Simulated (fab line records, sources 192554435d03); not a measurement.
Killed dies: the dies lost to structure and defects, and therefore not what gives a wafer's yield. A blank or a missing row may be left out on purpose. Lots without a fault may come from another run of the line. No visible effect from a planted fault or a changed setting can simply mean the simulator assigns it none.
A lot that was struck, set against a sound lot | flow n5-finfet | 22 steps out of a route of 1938
Sound: the wafers L982.1, L982.2, L982.5. Struck: wafers L987.2, L987.4, L987.5. The cause comes at the end.
At each step with rows: each side's tool, then ch and its chambers, then its first start. Under that, the readings that differ: sound wafers | struck wafers | difference of the means | sigmas: that difference in standard deviations of wafers without a fault.
alike: words and numbers the same on both sides, and readings whose means are apart by under 2 such deviations; not compared: readings that were withheld, readings missing a value for some wafer, numbers with overlapping values and no deviation given by the record, and bounds like >300 which may hide the same value.
Wherever a step has rows on one side only, a row that says differs or no value, or a row with sigmas, the two part there. Numbers that have no deviation but don't overlap get no sigmas and don't part them. Lack of a reading on every wafer of one side parts them only where that side has two or more wafers.

first, 11 steps without rows for these wafers: N5_BEOL_M3_DESCUM_16 (chemistry O2, time 7 s); N5_BEOL_M3_ETCH_74 (etches underlayer in N2/H2, target depth 6.5 nm, time 5.2 s); N5_BEOL_M3_ETCH_63 (etches SiARC in CF4, target depth 15.6 nm, time 26 s); N5_BEOL_M3_ETCH_64 (etches SOC in N2/H2, target depth 75 nm, overetch 15 nm, time 112.5 s); N5_BEOL_M3_STRIP_65 (strips in N2/H2); N5_BEOL_M3_STRIP_75 (strips in N2/H2); N5_BEOL_M3_STRIP_66 (strips in CF4); N5_BEOL_M3_HM_OPEN_17 (chemistry Cl2/BCl3, target TiN, target depth 20 nm, overetch 6 nm); N5_BEOL_M3_STRIP_19 (strips in O2); N5_BEOL_M3_COAT_67 (time 60 s, resist thk 60 nm); N5_BEOL_M3_COAT_68 (time 60 s, resist thk 12 nm).
N5_BEOL_M3_COAT_76: time 60 s, resist thk 5 nm.
  sound on litho-track-03 ch 0, day 8 14:37; struck on litho-track-03 ch 0, day 9 20:17
  reading              | sound                | struck               | difference | sigmas
  spin-speed-rpm (rpm) | 1499.4 1498.5 1499.2 | 1546.4 1547.4 1545.4 | +47.4      | +43
  alike: resist-line-temp-C
then, 7 steps without rows for these wafers: N5_BEOL_M3_COAT_22 (resist thk 30 nm); N5_BEOL_M3_EBR_24; N5_BEOL_M3_SOFTBAKE_23 (time 60 s); N5_BEOL_M3_EXPOSE_25 (exposes mask V2, defocus 5 nm); N5_BEOL_M3_PEB_26 (peb time 60 s); N5_BEOL_M3_DEVELOP_27 (develop time 30 s); N5_BEOL_M3_DESCUM_33 (chemistry O2, time 7 s).
N5_BEOL_M3_ETCH_77: etches underlayer in N2/H2, target depth 6.5 nm, time 5.2 s.
  sound on rie-diel-02 ch 0,2,3, day 8 15:12; struck on rie-diel-05 ch 0,2,3, day 9 20:44
  reading                  | sound             | struck            | difference | sigmas
  model.etch.depth-nm (nm) | 5.001 4.987 5.016 | 4.908 4.935 4.919 | -0.081     |
  alike: drypump-motor-current-A, etch-rf-on-time-s, oes-product-au, rf-vpp-V, showerhead-plenum-p-Torr, throttle-valve-pct
  not compared: rf-hours-counter-h
then, 1 step without rows for these wafers: N5_BEOL_M3_ETCH_69 (etches SiARC in CF4, target depth 15.6 nm, time 26 s).
N5_BEOL_M4_RC_MEAS_101:
  sound on prober-02 ch 0, day 9 23:25; struck on prober-01 ch 0, day 10 22:38
  alike: DIBL_N, DIBL_P, IOFF_N, IOFF_P, ION_N, ION_P, SS_N, SS_P, VT_N, VT_P

== WHERE THEY PART ==
Only at N5_BEOL_M3_COAT_76, within this record. Later steps at which nothing parts them and some readings are alike: N5_BEOL_M3_ETCH_77, N5_BEOL_M4_RC_MEAS_101.

WHY: the cause the simulator had injected
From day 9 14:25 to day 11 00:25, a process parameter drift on litho-track-03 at N5_BEOL_M3_COAT_76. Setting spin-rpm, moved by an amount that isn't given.
